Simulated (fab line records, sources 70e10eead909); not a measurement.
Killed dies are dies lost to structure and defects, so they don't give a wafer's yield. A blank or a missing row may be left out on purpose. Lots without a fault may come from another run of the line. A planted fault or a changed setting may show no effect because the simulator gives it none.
A struck lot beside a sound one | flow nand_harc | 43 steps out of a route of 1159
Sound: wafers L424.2, L424.4, L424.6. Struck: wafers L431.2, L431.4, L431.6. The cause comes at the end.
At each step with rows: each side's tool, then ch and its chambers, then its first start. Under that, the readings that differ: sound wafers | struck wafers | difference of the means | sigmas: that difference in standard deviations of wafers without a fault.
alike: readings whose means differ by less than 2 such deviations, and words and numbers that are the same on both sides. not compared: withheld readings, readings that some wafer has no value for, bounds like >300 that may hide the same value, and numbers for which the record gives no deviation and whose values overlap.
The two part at a step that has a row with sigmas, a row that says differs or no value, or rows on one side only. Numbers that don't overlap but have no deviation are shown without sigmas and don't part them. A reading that every wafer of one side lacks parts them only if that side has two wafers or more.

first, 2 steps without rows for these wafers: NHARC_A_CONTACT_PEB_67 (peb time 65 s); NHARC_A_CONTACT_DEVELOP_68 (develop time 35 s).
NHARC_A_CONTACT_CD_MEAS_69: target cd 200 nm.
  sound on cd_sem-03 ch 0, day 19 04:23; struck on cd_sem-01 ch 0, day 20 08:31
  alike: cd_nm
NHARC_A_CONTACT_OVL_MEAS_70:
  sound on overlay-01, day 19 04:28; struck on overlay-01, day 20 08:36
  alike: overlay_x_nm, overlay_y_nm
NHARC_A_CONTACT_INSPECT_71:
  sound on defect_inspect-01, day 19 04:30; struck on defect_inspect-02, day 20 08:38
  alike: raw_defect_count
NHARC_A_CONTACT_DESCUM_74: chemistry O2, time 3 s.
  sound on rie_diel-12 ch 0,3, day 19 04:34; struck on rie_diel-12 ch 1,2, day 20 08:42
  alike: drypump_motor_current_A, mfc_ar_sccm, oes_product_au, rf_vpp_V, showerhead_plenum_p_Torr, throttle_valve_pct
  not compared: rf_hours_counter_h
then, 3 steps without rows for these wafers: NHARC_A_CONTACT_ETCH_75 (etches the open film in CF4, target depth 39 nm, time 65 s); NHARC_A_CONTACT_ETCH_76 (etches the open film in N2/H2, target depth 260 nm, time 475.3 s); NHARC_A_CONTACT_ETCH_77 (etches the open film in CF4/CHF3, target depth 72.6 nm, time 36.3 s).
NHARC_A_CONTACT_ETCH_78: etches the open film in O2/COS, target depth 2800 nm, time 728 s.
  sound on rie_diel-12 ch 0,3; struck on rie_diel-12 ch 0,3
  alike: drypump_motor_current_A, mfc_ar_sccm, oes_product_au, rf_vpp_V, showerhead_plenum_p_Torr, throttle_valve_pct
  not compared: rf_hours_counter_h
then, 2 steps without rows for these wafers: NHARC_A_CONTACT_ETCH_124 (etches the open film in C4F8/O2/Ar, time 140 s, target depth 700 nm); NHARC_A_CONTACT_ETCH_125 (etches the open film in C4F8/O2/Ar, time 155 s, target depth 956 nm).
NHARC_A_CONTACT_ETCH_126: etches the open film in C4F8/O2/Ar, time 155 s, target depth 956 nm.
  sound on har_cap_etch-02 ch 0,1, day 19 06:32; struck on har_cap_etch-02 ch 0,1, day 20 10:11
  not compared: rf_hours_counter_h
then, 3 steps without rows for these wafers: NHARC_A_CONTACT_ETCH_127 (etches the open film in C4F8/O2/Ar, time 155 s, target depth 956 nm); NHARC_A_CONTACT_ETCH_128 (etches the open film in C4F8/O2/Ar, time 155 s, target depth 956 nm); NHARC_A_CONTACT_ETCH_129 (etches the open film in C4F8/O2/Ar, time 155 s, target depth 956 nm).
NHARC_A_CONTACT_ETCH_130: etches the open film in C4F8/O2/Ar, time 155 s, target depth 956 nm.
  sound on har_cap_etch-02 ch 0,1, day 19 07:06; struck on har_cap_etch-02 ch 0,1, day 20 10:45
  not compared: rf_hours_counter_h
NHARC_A_CONTACT_ETCH_131: etches the open film in C4F8/O2/Ar, time 155 s, target depth 956 nm.
  sound on har_cap_etch-02 ch 0,1, day 19 07:14; struck on har_cap_etch-02 ch 0,1, day 20 10:54
  not compared: rf_hours_counter_h
then, 4 steps without rows for these wafers: NHARC_A_CONTACT_ETCH_132 (etches the open film in C4F8/O2/Ar, time 156 s, target depth 958 nm); NHARC_A_CONTACT_ETCH_133 (etches the open film in C4F8/O2/Ar, time 195 s, target depth 840 nm); NHARC_A_CONTACT_ETCH_91 (etches the open film in CH3F/O2, target depth 40 nm, time 85.7 s); NHARC_A_CONTACT_ETCH_97 (etches the open film in C4F6/O2, target depth 20 nm, time 10 s).
NHARC_A_CONTACT_CD_MEAS_80:
  sound on cd_sem-01, day 19 08:20; struck on cd_sem-01, day 20 11:56
  alike: cd_nm
then, 7 steps without rows for these wafers: NHARC_A_CONTACT_STRIP_103 (strips in N2/H2); NHARC_A_CONTACT_STRIP_104 (strips in CF4/CHF3); NHARC_A_CONTACT_STRIP_105 (strips in O2/COS); NHARC_A_CONTACT_ETCH_106 (etches the open film in CF4/O2, target depth 60 nm, overetch 6 nm, time 33 s); NHARC_A_CONTACT_STRIP_82 (strips in O2); NHARC_A_CONTACT_STRIP_83 (strips in post etch residue remover, time 600 s); NHARC_A_CONTACT_DEP_84 (deposits aC, target thk 2000 nm).
NHARC_A_CONTACT_DEP_85: deposits SiON, target thk 50 nm.
  sound on pecvd-03 ch 0,2, day 19 12:20; struck on pecvd-01 ch 0,2, day 20 14:34
  alike: heater_power_w
then, 10 steps without rows for these wafers: NHARC_A_CONTACT_DEHYDRATE_00 (time 120 s); NHARC_A_CONTACT_HMDS_01 (time 30 s); NHARC_A_CONTACT_COAT_86 (time 75 s); NHARC_A_CONTACT_COAT_87 (time 65 s); NHARC_A_CONTACT_COAT_02 (resist thk 90 nm); NHARC_A_CONTACT_SOFTBAKE_03 (time 55 s); NHARC_A_CONTACT_EBR_04; NHARC_A_CONTACT_EXPOSE_05 (exposes mask A CC); NHARC_A_CONTACT_PEB_06 (peb time 65 s); NHARC_A_CONTACT_DEVELOP_07 (develop time 35 s).
NHARC_A_CONTACT_CD_MEAS_08: target cd 100 nm.
  sound on cd_sem-01 ch 0, day 19 12:52; struck on cd_sem-02 ch 0, day 20 15:08
  alike: cd_nm
-- the record jumps here: 3 days lie between the struck wafers' starts before and after (it left off in module A_CONTACT and takes up again in module END, whose first step shown is number 1159 of the route) --
NHARC_END_SORT_01:
  the record has rows for the struck wafers here (prober-01 ch 0, day 23 08:41) and none for the sound ones

WHERE THEY PART
Only at NHARC_END_SORT_01, within this record.

WHY: what the simulator had put in
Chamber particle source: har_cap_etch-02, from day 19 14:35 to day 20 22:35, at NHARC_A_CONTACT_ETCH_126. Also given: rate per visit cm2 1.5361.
